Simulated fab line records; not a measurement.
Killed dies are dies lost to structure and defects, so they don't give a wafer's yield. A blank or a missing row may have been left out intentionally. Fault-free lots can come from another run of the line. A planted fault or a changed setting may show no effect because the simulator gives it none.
fab line records -- flow n5Finfet
[record] lots = 7, wafers = 39
route steps=1938 shown PMOS_HMC_CHANNEL_EPI@57 DUMMY_GATE@234 SD_EPI_N@273 HKMG_FIN@419 BEOL_M1@800
startH: start of the lot's first displayed wafer, in hours after the record's first day -- waitH: how many hours have passed since the lot's step before this one -- " identical to the entry in the row above -- L1.1+2: several wafers, shown together as one row -- - either no value or no given start -- * or withheld: withheld -- < > ~ a bound
route shown NAME@n: a module of which the file shows steps, and the number in the route of the first -- usual: mean/standard deviation of fault-free wafers -- same: alike in all rows -- chamber/n: place in a boat -- sites: the reading at each site -- _std_site: the standard deviation of these -- _edge_site: mean of outer sites minus mean of inner sites -- radiusMm: how far each site lies from the wafer's centre -- mask NAME#n: copy n -- behind: tool/chamber where the wafer was last shaped -- hold: what put the lot on hold/how long, in hours/how the hold closed -- device: which transistor (n, p or np) failed to switch -- end of line: at the end of the route, the tests of the same wafers -- a step without rows: its recipe alone -- killed: dies that structure and defects cost at the first sort, which is not the same as the wafer's yield -- map: shows each die of a wafer: x if killed, . if not, _ if none is there
set.NAME: the setting that was run; set.NAME@STEP: the one run at that earlier step -- model.NAME: the simulator's own value behind a step, which no gauge read
lots with deliberately changed settings; one table per step, one row per wafer
[[steps]]
[step N5_PMOS_HMC_CHANNEL_EPI_HM_DEP_34]
[recipe] material = SiO2, targetThkA = 360, tempC = 400, precursor = TEOS/O2, pressureTorr = 6.5, rfW = 900, teosFlowSccm = 161.4, gas = O2, flowSccm = 2650, timeS = 6.9
lot.wafer,tool,chamber,startH,waitH,set.targetThkA,model.SiO2_of_PMOS_HMC_CHANNEL_EPI_HM_DEP_34.thkNm
L077.1,pecvd-03,1,36.12,0.0,360,35.87
L077.2,pecvd-03,0,36.12,0.0,360,35.45
L077.3,pecvd-03,2,36.12,0.0,360,35.58
L077.4,pecvd-03,2,36.12,0.0,360,36.17
L077.5,pecvd-03,0,36.12,0.0,360,36.29
L077.6,pecvd-03,1,36.12,0.0,360,36.94
L080.1,pecvd-03,1,52.69,0.0,244.8,24.21
L080.2,pecvd-03,0,52.69,0.0,360,34.96
L080.3,pecvd-03,2,52.69,0.0,244.8,23.79
L080.4,pecvd-03,2,52.69,0.0,360,35.53
L080.5,pecvd-03,0,52.69,0.0,244.8,24.46
L080.6,pecvd-03,1,52.69,0.0,360,35.79
L086.1,pecvd-04,1,89.92,0.0,360,35.46
L086.2,pecvd-04,0,89.92,0.0,253.3,23.91
L086.3,pecvd-04,2,89.92,0.0,360,35.17
L086.4,pecvd-04,0,89.92,0.0,360,35.31
L086.5,pecvd-04,2,89.92,0.0,253.3,25.39
L086.6,pecvd-04,1,89.92,0.0,253.3,25.28
L087.1,pecvd-04,0,94.88,0.0,360,34.7
L087.3,pecvd-04,2,94.88,0.0,360,35.41
L087.4,pecvd-04,2,94.88,0.0,360,36.08
L089.1,pecvd-03,2,107.26,0.0,507.5,50.06
L089.2,pecvd-03,1,107.26,0.0,507.5,50.51
L089.3,pecvd-03,0,107.26,0.0,507.5,50.39
L089.4,pecvd-03,2,107.26,0.0,360,36.34
L089.5,pecvd-03,0,107.26,0.0,360,36.67
L089.6,pecvd-03,1,107.26,0.0,360,36.55
L096.1,pecvd-03,2,149.40,0.0,360,35.71
L096.2,pecvd-03,1,149.40,0.0,360,36.49
L096.3,pecvd-03,0,149.40,0.0,360,36.04
L096.4,pecvd-03,2,149.40,0.0,491.6,49.52
L096.5,pecvd-03,1,149.40,0.0,491.6,49.79
L096.6,pecvd-03,0,149.40,0.0,491.6,49.86
L097.1,pecvd-03,2,155.55,0.0,360,35.69
L097.2,pecvd-03,0,155.55,0.0,295.9,29.3
L097.3,pecvd-03,1,155.55,0.0,295.9,29.56
L097.4,pecvd-03,0,155.55,0.0,360,36.51
L097.5,pecvd-03,2,155.55,0.0,295.9,29.05
L097.6,pecvd-03,1,155.55,0.0,360,36.03
[step N5_PMOS_HMC_CHANNEL_EPI_COAT_31]
[recipe] resist = BARC, tempC = 205, timeS = 60, spinRpm = 1500, resistThkNm = 66
[step N5_PMOS_HMC_CHANNEL_EPI_COAT_03]
[recipe] resist = CAR-ArF-block, spinRpm = 1500, resistThkNm = 205
[step N5_PMOS_HMC_CHANNEL_EPI_FIN_RECESS_16]
[recipe] chemistry = HBr/Cl2, target = Si, maskMaterial = SiO2, targetDepthA = 540, timeS = 18, pressureMtorr = 10, icpW = 800, biasW = 75, HBr_flow_sccm = 150, Cl2_flow_sccm = 80
[step N5_PMOS_HMC_CHANNEL_EPI_PRECLEAN_36]
[recipe] chemistry = O3/DIW, timeS = 45, tempC = 22, o3Ppm = 10
[step N5_PMOS_HMC_CHANNEL_EPI_PRECLEAN_18]
[recipe] chemistry = DHF, timeS = 30, tempC = 25, dilution = withheld
lot.wafer,tool,chamber,startH,waitH,set.targetThkA@PMOS_HMC_CHANNEL_EPI_HM_DEP_34,model.SiO2_of_PMOS_HMC_CHANNEL_EPI_HM_DEP_34.thkNm
L077.1,wetBench-03,7,37.23,0.0,360,24.49
L077.2,wetBench-03,5,37.23,0.0,360,24.3
L077.3,wetBench-03,2,37.23,0.0,360,24.5
L077.4,wetBench-03,3,37.23,0.0,360,24.94
L077.5,wetBench-03,6,37.23,0.0,360,25.16
L077.6,wetBench-03,4,37.23,0.0,360,25.73
L080.1,wetBench-02,3,53.89,0.0,244.8,12.94
L080.2,wetBench-02,0,53.89,0.0,360,23.68
L080.3,wetBench-02,7,53.89,0.0,244.8,12.32
L080.4+6,wetBench-02,"4,1",53.89,0.0,360,24.27
L080.5,wetBench-02,2,53.89,0.0,244.8,13.18
L086.1,wetBench-02,4,90.98,0.0,360,24.38
L086.2,wetBench-02,6,90.98,0.0,253.3,12.65
L086.3,wetBench-02,0,90.98,0.0,360,24.13
L086.4,wetBench-02,7,90.98,0.0,360,23.87
L086.5,wetBench-02,5,90.98,0.0,253.3,14.33
L086.6,wetBench-02,3,90.98,0.0,253.3,14.14
L087.1,wetBench-02,4,95.82,0.0,360,23.06
L087.3,wetBench-02,3,95.82,0.0,360,23.62
L087.4,wetBench-02,6,95.82,0.0,360,24.58
L089.1,wetBench-03,3,108.19,0.0,507.5,38.94
L089.2,wetBench-03,7,108.19,0.0,507.5,39.42
L089.3,wetBench-03,5,108.19,0.0,507.5,38.92
L089.4,wetBench-03,6,108.19,0.0,360,25.06
L089.5,wetBench-03,0,108.19,0.0,360,25.39
L089.6,wetBench-03,4,108.19,0.0,360,25.14
L096.1,wetBench-03,5,150.80,0.0,360,23.98
L096.2,wetBench-03,4,150.80,0.0,360,25.06
L096.3,wetBench-03,6,150.80,0.0,360,24.47
L096.4,wetBench-03,3,150.80,0.0,491.6,38.09
L096.5,wetBench-03,1,150.80,0.0,491.6,38.32
L096.6,wetBench-03,2,150.80,0.0,491.6,38.4
L097.1,wetBench-05,1,156.61,0.0,360,24.05
L097.2,wetBench-05,3,156.61,0.0,295.9,17.96
L097.3,wetBench-05,0,156.61,0.0,295.9,18
L097.4,wetBench-05,2,156.61,0.0,360,24.97
L097.5,wetBench-05,4,156.61,0.0,295.9,17.59
L097.6,wetBench-05,5,156.61,0.0,360,24.67
[step N5_DUMMY_GATE_DESCUM_20]
[recipe] chemistry = O2, timeS = 6.2, sourcePowerW = 50, biasPowerW = 20, pressureMtorr = 20, rfFrequencyHz = 2.712e+07, tempC = 40, resist = CAR-EUV, o2FlowSccm = 225
lot.wafer,tool,chamber,startH,waitH,set.timeS,model.CAR-EUV_of_DUMMY_GATE_COAT_09.thkNm
L077.1+6,rieDiel-04,"1,2",68.11,0.2,3.364,28
L077.2+3+5,rieDiel-04,"3,2,1",68.11,0.2,6.2,26.6
L077.4,rieDiel-04,0,68.11,0.2,3.364,27.8
L080.1+2+4+5+6,rieDiel-06,"3,1,2,2,3",84.95,0.1,6.2,26.4
L080.3,rieDiel-06,0,84.95,0.1,6.2,26.6
L086.1+2,rieDiel-04,"2,3",118.59,0.0,3.324,27.8
L086.3+6,rieDiel-04,"1,2",118.59,0.0,6.2,26.4
L086.4,rieDiel-04,0,118.59,0.0,6.2,26.2
L086.5,rieDiel-04,1,118.59,0.0,3.324,27.6
L087.1+3+4,rieDiel-02,"1,2,3",129.82,0.0,6.2,26.4
L089.1+3+5,rieDiel-04,"2,3,1",139.81,0.0,9.436,24.8
L089.2+4+6,rieDiel-04,"0,1,0",139.81,0.0,6.2,26.4
L096.1+6,rieDiel-04,"0,2",177.85,0.0,8.882,25
L096.2+4+5,rieDiel-04,"1,2,1",177.85,0.0,6.2,26.4
L096.3,rieDiel-04,3,177.85,0.0,8.882,25.2
L097.1+2+4,rieDiel-04,"1,0,2",184.80,0.0,9.093,25
L097.3+6,rieDiel-04,"3,0",184.80,0.0,6.2,26.6
L097.5,rieDiel-04,3,184.80,0.0,6.2,26.4
[step N5_DUMMY_GATE_ETCH_29]
[recipe] chemistry = N2/H2, target = underlayer, targetDepthA = 130, ionEnergyEv = 200, pressureMtorr = 30, sourceW = 840, biasW = 150, n2FlowSccm = 200, h2FlowSccm = 200
[step N5_DUMMY_GATE_ETCH_36]
[recipe] chemistry = CF4, target = SiARC, targetDepthA = 130, pressureMtorr = 40, sourceW = 545, biasW = 36, Ar_flow_sccm = 100, cf4FlowSccm = 100, ionEnergyEv = 80
lot.wafer,tool,chamber,startH,waitH,set.timeS@DUMMY_GATE_DESCUM_20,model.CAR-EUV_of_DUMMY_GATE_COAT_09.thkNm
L077.1+4,rieDiel-04,"1,0",68.21,0.0,3.364,13.2
L077.2,rieDiel-04,3,68.21,0.0,6.2,12.4
L077.3,rieDiel-04,2,68.21,0.0,6.2,11.6
L077.5,rieDiel-04,1,68.21,0.0,6.2,11.8
L077.6,rieDiel-04,2,68.21,0.0,3.364,13
L080.1,rieDiel-06,3,85.05,0.0,6.2,10.6
L080.2+4+5,rieDiel-06,"1,2,2",85.05,0.0,6.2,10.8
L080.3,rieDiel-06,0,85.05,0.0,6.2,11.4
L080.6,rieDiel-06,3,85.05,0.0,6.2,11
L086.1,rieDiel-04,2,118.69,0.0,3.324,12.4
L086.2,rieDiel-04,3,118.69,0.0,3.324,13.4
L086.3+4,rieDiel-04,"1,0",118.69,0.0,6.2,11.4
L086.5,rieDiel-04,1,118.69,0.0,3.324,12.8
L086.6,rieDiel-04,2,118.69,0.0,6.2,11
L087.1+3,rieDiel-02,"1,2",129.92,0.0,6.2,11
L087.4,rieDiel-02,3,129.92,0.0,6.2,12.2
L089.1,rieDiel-04,2,139.91,0.0,9.436,9.6
L089.2+6,rieDiel-04,0,139.91,0.0,6.2,11.8
L089.3,rieDiel-04,3,139.91,0.0,9.436,10.6
L089.4,rieDiel-04,1,139.91,0.0,6.2,11.4
L089.5,rieDiel-04,1,139.91,0.0,9.436,9.8
L096.1,rieDiel-04,0,177.96,0.0,8.882,10.2
L096.2,rieDiel-04,1,177.96,0.0,6.2,11.6
L096.3,rieDiel-04,3,177.96,0.0,8.882,11
L096.4,rieDiel-04,2,177.96,0.0,6.2,11
L096.5,rieDiel-04,1,177.96,0.0,6.2,11.4
L096.6,rieDiel-04,2,177.96,0.0,8.882,9.8
L097.1,rieDiel-04,1,184.91,0.0,9.093,10.2
L097.2,rieDiel-04,0,184.91,0.0,9.093,10.4
L097.3,rieDiel-04,3,184.91,0.0,6.2,12.6
L097.4,rieDiel-04,2,184.91,0.0,9.093,9.8
L097.5,rieDiel-04,3,184.91,0.0,6.2,12.4
L097.6,rieDiel-04,0,184.91,0.0,6.2,11.8
[step N5_SD_EPI_N_DESCUM_14]
[recipe] chemistry = O2, timeS = 7.9, sourcePowerW = 50, biasPowerW = 20, pressureMtorr = 20, rfFrequencyHz = 2.712e+07, tempC = 40, resist = CAR-ArF-block, o2FlowSccm = 225
lot.wafer,tool,chamber,startH,waitH,set.timeS,model.CAR-ArF-block_of_SD_EPI_N_COAT_03.thkNm
L077.1+3,rieDiel-03,"0,3",70.33,0.0,10.38,142.2
L077.2,rieDiel-03,1,70.33,0.0,10.38,142
L077.4,rieDiel-03,3,70.33,0.0,7.9,143
L077.5+6,rieDiel-03,"1,0",70.33,0.0,7.9,143.4
L080.1+6,rieDiel-01,"0,2",87.60,0.0,7.9,143.4
L080.2+5,rieDiel-01,1,87.60,0.0,7.9,144
L080.3,rieDiel-01,2,87.60,0.0,7.9,143.2
L080.4,rieDiel-01,3,87.60,0.0,7.9,144.2
L086.1,rieDiel-01,1,120.83,0.0,7.9,143.4
L086.2+6,rieDiel-01,"0,1",120.83,0.0,11.32,141.2
L086.3,rieDiel-01,3,120.83,0.0,7.9,143
L086.4,rieDiel-01,0,120.83,0.0,11.32,140.8
L086.5,rieDiel-01,3,120.83,0.0,7.9,143.2
L087.1+4,rieDiel-03,"1,2",132.51,0.1,7.9,143.4
L087.3,rieDiel-03,3,132.51,0.1,7.9,143.6
L089.1+2,rieDiel-01,"2,0",141.93,0.0,10.8,141.4
L089.3+5,rieDiel-01,"1,0",141.93,0.0,7.9,143
L089.4,rieDiel-01,1,141.93,0.0,10.8,142
L089.6,rieDiel-01,2,141.93,0.0,7.9,143.8
L096.1+2,rieDiel-03,"2,1",180.36,0.0,9.133,143.4
L096.3,rieDiel-03,0,180.36,0.0,7.9,144.4
L096.4,rieDiel-03,3,180.36,0.0,7.9,144.2
L096.5,rieDiel-03,2,180.36,0.0,7.9,144
L096.6,rieDiel-03,3,180.36,0.0,9.133,143
L097.1,rieDiel-05,2,187.05,0.0,7.9,143.2
L097.2+4,rieDiel-05,"3,0",187.05,0.0,3.16,145.8
L097.3,rieDiel-05,1,187.05,0.0,3.16,146
L097.5+6,rieDiel-05,"2,1",187.05,0.0,7.9,143
[step N5_HKMG_FIN_ALD_36]
[recipe] material = TiN, targetThkA = 10, tempC = 400, aldPrecursorFamily = TiCl4, aldCoReactant = NH3, pulseTimeS = 1, purgeTimeS = 3, coReactantPurgeTimeS = 2, coReactantPulseTimeS = 2, aldCycles = 47, pressureTorr = 3
lot.wafer,tool,chamber,startH,waitH,set.aldCycles,model.TiN_of_HKMG_FIN_ALD_36.thkNm
L077.1+2+4,aldMetal-02,"1,3,0",94.86,0.0,66,1.4
L077.3+5+6,aldMetal-02,"2,1,0",94.86,0.0,47,1
L080.1+2+3+4+5+6,aldMetal-01,"3,0,1,2,3,0",113.87,0.0,47,1
L086.1+2+3+4+5+6,aldMetal-01,"3,1,0,2,2,3",147.62,0.0,47,1
L087.1+3+4,aldMetal-04,"2,3,1",156.60,0.0,47,1
L089.1+2+3+4+5+6,aldMetal-02,"3,2,1,0,3,0",165.92,0.0,47,1
L096.1+2+3+4+5+6,aldMetal-02,"1,0,3,2,1,2",207.21,0.0,47,1
L097.1+4+5,aldMetal-04,"0,3,3",214.70,0.0,47,1
L097.2+3+6,aldMetal-04,"1,2,0",214.70,0.0,27,0.6
[step N5_BEOL_M1_TRENCH_ETCH_37]
[recipe] chemistry = C4F6/O2, targetDepthA = 552.07, target = SiOC, timeS = 29, ionEnergyEv = 250, pressureMtorr = 30, sourceW = 355, biasW = 185, Ar_flow_sccm = 300, C4F6_flow_sccm = 10, O2_flow_sccm = 10
lot.wafer,tool,chamber,startH,waitH,set.targetDepthA,model.etch.depthNm,model.BEOL_M1.featureDepthNm,model.TiN_of_BEOL_M1_HM_DEP_02.thkNm
L077.1,rieDiel-04,0,-,-,552.07,53.56,53.6,18
L077.2,rieDiel-04,3,-,-,552.07,52.57,52.6,18
L077.3,rieDiel-04,1,-,-,266.1,26.1,26,19.6
L077.4,rieDiel-04,1,-,-,266.1,26.3,26.2,19.2
L077.5,rieDiel-04,3,-,-,552.07,52.82,52.8,18.2
L077.6,rieDiel-04,0,-,-,266.1,25.78,25.8,19.6
L080.1,rieDiel-02,2,-,-,552.07,56.04,56,17.4
L080.2,rieDiel-02,1,-,-,552.07,54.95,55,17.4
L080.3,rieDiel-02,3,-,-,256,23.94,24,18.6
L080.4,rieDiel-02,0,-,-,256,26.45,26.4,18.4
L080.5,rieDiel-02,2,-,-,256,25.96,26,18.8
L080.6,rieDiel-02,1,-,-,552.07,54.68,54.6,17.6
L086.1,rieDiel-06,0,-,-,552.07,55.14,55.2,18
L086.2,rieDiel-06,3,-,-,226.7,22.87,22.8,19
L086.3,rieDiel-06,2,-,-,552.07,55.99,56,17.6
L086.4,rieDiel-06,1,-,-,226.7,22.72,22.8,18.8
L086.5,rieDiel-06,3,-,-,226.7,22.69,22.6,19
L086.6,rieDiel-06,2,-,-,552.07,56.11,56.2,17.8
L087.1,rieDiel-02,0,-,-,552.07,57.53,57.6,17.4
L087.3,rieDiel-02,3,-,-,552.07,51.73,51.8,18
L087.4,rieDiel-02,2,-,-,552.07,55.43,55.4,18
L089.1,rieDiel-04,0,-,-,552.07,52.69,52.6,18.2
L089.2,rieDiel-04,1,-,-,552.07,53.59,53.6,17.8
L089.3,rieDiel-04,2,-,-,552.07,53.63,53.6,17.6
L089.4,rieDiel-04,3,-,-,552.07,51.68,51.6,18.4
L089.5,rieDiel-04,3,-,-,552.07,51.52,51.6,17.8
L089.6,rieDiel-04,2,-,-,552.07,53.7,53.8,17.8
L096.1,rieDiel-06,1,-,-,552.07,54.47,54.4,17.6
L096.2,rieDiel-06,2,-,-,552.07,55.41,55.4,17
L096.3,rieDiel-06,0,-,-,223.3,22.04,22,18.6
L096.4,rieDiel-06,3,-,-,552.07,54.84,54.8,17.2
L096.5,rieDiel-06,3,-,-,223.3,21.95,22,18.6
L096.6,rieDiel-06,2,-,-,223.3,22.56,22.6,18.2
L097.1,rieDiel-02,3,-,-,411.9,39.31,39.4,18
L097.2,rieDiel-02,2,-,-,411.9,42.36,42.4,18.4
L097.3,rieDiel-02,0,-,-,552.07,57.66,57.6,18
L097.4,rieDiel-02,2,-,-,552.07,57.01,57,17.6
L097.5,rieDiel-02,0,-,-,411.9,42.85,42.8,18
L097.6,rieDiel-02,3,-,-,552.07,52.71,52.8,18.2
[step N5_BEOL_M1_ETCH_41]
[recipe] chemistry = CH3F/O2, target = SiCN, targetDepthA = 319, taperDeg = 2, timeS = 57.8, ionEnergyEv = 120, maskMaterial = TiN, pressureMtorr = 30, sourceW = 395, biasW = 75, Ar_flow_sccm = 150, CH3F_flow_sccm = 30, O2_flow_sccm = 20
[step N5_BEOL_M1_STRIP_97]
[recipe] chemistry = N2/H2, timeS = 10, powerW = 450, tempC = 40, pressureMtorr = 20, rfFrequencyHz = 6e+07, biasPowerW = 7, n2FlowSccm = 200, h2FlowSccm = 200
[step N5_BEOL_M1_OCD_MEAS_38]
[usual] trenchDepthNm = 54.6/1.6
lot.wafer,tool,chamber,startH,waitH,set.targetDepthA@BEOL_M1_TRENCH_ETCH_37,trenchDepthNm
L077.1,ocd-02,-,146.98,-,552.07,54.3
L077.2,ocd-02,-,146.98,-,552.07,53.1
L077.3,ocd-02,-,146.98,-,266.1,25.9
L077.4,ocd-02,-,146.98,-,266.1,25.9
L077.5,ocd-02,-,146.98,-,552.07,53.3
L077.6,ocd-02,-,146.98,-,266.1,25.9
L080.1,ocd-02,-,163.09,-,552.07,55.7
L080.2,ocd-02,-,163.09,-,552.07,54.9
L080.3,ocd-02,-,163.09,-,256,24.1
L080.4,ocd-02,-,163.09,-,256,26.9
L080.5,ocd-02,-,163.09,-,256,25.2
L080.6,ocd-02,-,163.09,-,552.07,54.7
L086.1,ocd-02,-,200.73,-,552.07,55.0
L086.2,ocd-02,-,200.73,-,226.7,22.6
L086.3,ocd-02,-,200.73,-,552.07,56.3
L086.4,ocd-02,-,200.73,-,226.7,22.7
L086.5,ocd-02,-,200.73,-,226.7,22.9
L086.6,ocd-02,-,200.73,-,552.07,55.8
L087.1,ocd-02,-,211.92,-,552.07,57.8
L087.3,ocd-02,-,211.92,-,552.07,51.4
L087.4,ocd-02,-,211.92,-,552.07,55.8
L089.1,ocd-02,-,221.87,-,552.07,52.5
L089.2,ocd-02,-,221.87,-,552.07,53.9
L089.3,ocd-02,-,221.87,-,552.07,53.8
L089.4,ocd-02,-,221.87,-,552.07,51.5
L089.5,ocd-02,-,221.87,-,552.07,51.5
L089.6,ocd-02,-,221.87,-,552.07,53.5
L096.1,ocd-02,-,270.48,-,552.07,54.5
L096.2,ocd-02,-,270.48,-,552.07,54.9
L096.3,ocd-02,-,270.48,-,223.3,21.9
L096.4,ocd-02,-,270.48,-,552.07,54.5
L096.5,ocd-02,-,270.48,-,223.3,22.1
L096.6,ocd-02,-,270.48,-,223.3,22.7
L097.1,ocd-02,-,271.47,-,411.9,38.9
L097.2,ocd-02,-,271.47,-,411.9,42.1
L097.3,ocd-02,-,271.47,-,552.07,57.5
L097.4,ocd-02,-,271.47,-,552.07,56.9
L097.5,ocd-02,-,271.47,-,411.9,42.9
L097.6,ocd-02,-,271.47,-,552.07,52.7
[[key]]
[split] step = N5_PMOS_HMC_CHANNEL_EPI_HM_DEP_34, setting = targetThkA, stated = 360, by = wafer
[response] step = N5_PMOS_HMC_CHANNEL_EPI_HM_DEP_34, reading = model.SiO2_of_PMOS_HMC_CHANNEL_EPI_HM_DEP_34.thkNm, change = +0.354, per = 1%, r = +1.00
[response] step = N5_PMOS_HMC_CHANNEL_EPI_PRECLEAN_18, reading = model.SiO2_of_PMOS_HMC_CHANNEL_EPI_HM_DEP_34.thkNm, change = +0.356, per = 1%, r = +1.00
[split] step = N5_DUMMY_GATE_DESCUM_20, setting = timeS, stated = 6.2, by = wafer
[response] step = N5_DUMMY_GATE_DESCUM_20, reading = model.CAR-EUV_of_DUMMY_GATE_COAT_09.thkNm, change = -0.0307, per = 1%, r = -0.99
[response] step = N5_DUMMY_GATE_ETCH_36, reading = model.CAR-EUV_of_DUMMY_GATE_COAT_09.thkNm, change = -0.0326, per = 1%, r = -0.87
[split] step = N5_SD_EPI_N_DESCUM_14, setting = timeS, stated = 7.9, by = wafer
[response] step = N5_SD_EPI_N_DESCUM_14, reading = model.CAR-ArF-block_of_SD_EPI_N_COAT_03.thkNm, change = -0.0462, per = 1%, r = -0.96
[split] step = N5_HKMG_FIN_ALD_36, setting = aldCycles, stated = 47, by = wafer
[response] step = N5_HKMG_FIN_ALD_36, reading = model.TiN_of_HKMG_FIN_ALD_36.thkNm, change = +0.00963, per = 1%, r = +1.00
[split] step = N5_BEOL_M1_TRENCH_ETCH_37, setting = targetDepthA, stated = 552.07, by = wafer
[response] step = N5_BEOL_M1_TRENCH_ETCH_37, reading = model.etch.depthNm, change = +0.548, per = 1%, r = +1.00
[response] step = N5_BEOL_M1_TRENCH_ETCH_37, reading = model.BEOL_M1.featureDepthNm, change = +0.548, per = 1%, r = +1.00
[response] step = N5_BEOL_M1_TRENCH_ETCH_37, reading = model.TiN_of_BEOL_M1_HM_DEP_02.thkNm, change = -0.0209, per = 1%, r = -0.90
[response] step = N5_BEOL_M1_OCD_MEAS_38, reading = trenchDepthNm, change = +0.549, per = 1%, r = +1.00
